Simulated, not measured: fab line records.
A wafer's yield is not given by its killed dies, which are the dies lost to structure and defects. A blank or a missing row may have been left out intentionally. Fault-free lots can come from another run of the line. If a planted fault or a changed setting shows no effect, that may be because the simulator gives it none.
Struck lot and sound lot, side by side -- flow nand-harc -- 14 out of 1302 route steps
Sound: the wafers L774.1, L774.4, L774.5. Struck: wafers L788.1, L788.4, L788.6. The cause is given at the end.
At each step with rows: each side's tool, then ch and its chambers, then its first start. Under that, the readings that differ: sound wafers -- struck wafers -- difference of the means -- sigmas: that difference in standard deviations of wafers without a fault.
alike: readings with means less than 2 such deviations apart, plus words and numbers identical on both sides. not compared: withheld readings, readings lacking a value on some wafer, bounds such as >300 that could conceal the same value, and numbers that have no deviation in the record and whose values overlap.
Wherever a step has rows on one side only, a row that says differs or no value, or a row with sigmas, the two part there. Numbers that don't overlap but have no deviation are shown without sigmas and don't part them. A reading missing from all wafers of one side parts the sides only when that side holds two or more wafers.

first, 2 steps without rows for these wafers: NHARC_A_CHANNEL_HOLE_D1_PRECLEAN_28 (cleans in SC1); NHARC_A_CHANNEL_HOLE_D1_SRD_29.
NHARC_A_CHANNEL_HOLE_D1_CD_MEAS_30:
  sound on cd-sem-02 at day 12 13:47; struck on cd-sem-03 at day 18 08:53
  alike: cd-nm
next, for these wafers, 1 step has no rows: NHARC_A_CHANNEL_HOLE_D1_XSEM_31.
NHARC_A_CHANNEL_HOLE_D1_INSPECT_40:
  sound on defect-inspect-02 at day 12 13:59; struck on defect-inspect-01 at day 18 09:04
  alike: raw-defect-count
then, 2 steps without rows for these wafers: NHARC_A_CHANNEL_FILL_D1_PRECLEAN_00 (cleans in SC1); NHARC_A_CHANNEL_FILL_D1_SRD_01.
NHARC_A_CHANNEL_FILL_D1_ALD_02: deposits SiO2, target thk 6 nm, pulse time 10 s, ald cycles 60.
  sound on ald-hk-02 ch 0,1,2, day 12 14:14; struck on ald-hk-01 ch 0,1,3, day 18 09:18
  alike: heater-power-w, precursor-pulse-height-rel
NHARC_A_CHANNEL_FILL_D1_ALD_03: deposits SiNx, target thk 6 nm, pulse time 60 s, ald cycles 58.
  sound on ald-sin-batch-01 ch 0; struck on ald-sin-batch-01 ch 0
  alike: precursor-pulse-height-rel
NHARC_A_CHANNEL_FILL_D1_ALD_14: deposits SiO2, target thk 2.5 nm, pulse time 10 s, ald cycles 25.
  sound on ald-hk-02 ch 1,3, day 12 21:18; struck on ald-hk-03 ch 1,2,3, day 18 15:34
  alike: heater-power-w, precursor-pulse-height-rel
NHARC_A_CHANNEL_FILL_D1_ALD_15: deposits SiNx, target thk 2 nm, pulse time 60 s, ald cycles 19.
  sound on ald-sin-batch-03 ch 0; struck on ald-sin-batch-02 ch 0
  alike: precursor-pulse-height-rel
NHARC_A_CHANNEL_FILL_D1_ALD_16: deposits SiO2, target thk 1.5 nm, pulse time 10 s, ald cycles 15.
  sound on ald-hk-02 ch 0,3, day 13 02:25; struck on ald-hk-03 ch 1,3, day 18 20:43
  alike: heater-power-w, precursor-pulse-height-rel
NHARC_A_CHANNEL_FILL_D1_ANNEAL_17: time 1800 s.
  sound on furnace-01 ch 0, day 13 05:44; struck on furnace-03, day 19 00:04
  no value came back on the struck wafers for spike-tc-bottom-C (C), spike-tc-centre-C (C), zone-power-centre-pct (%), zone-power-top-pct (%); on the sound wafers spike-tc-bottom-C (C) reads 871 869 868
then, 1 step without rows for these wafers: NHARC_A_CHANNEL_FILL_D1_CVD_18 (deposits poly-Si, target thk 3 nm).

== WHERE THEY PART ==
NHARC_A_CHANNEL_FILL_D1_ANNEAL_17 only, going by this record.

WHY: the cause the simulator had injected
Beginning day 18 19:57, the whole step at NHARC_A_CHANNEL_FILL_D1_ANNEAL_17 was skipped on furnace-03. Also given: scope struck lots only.
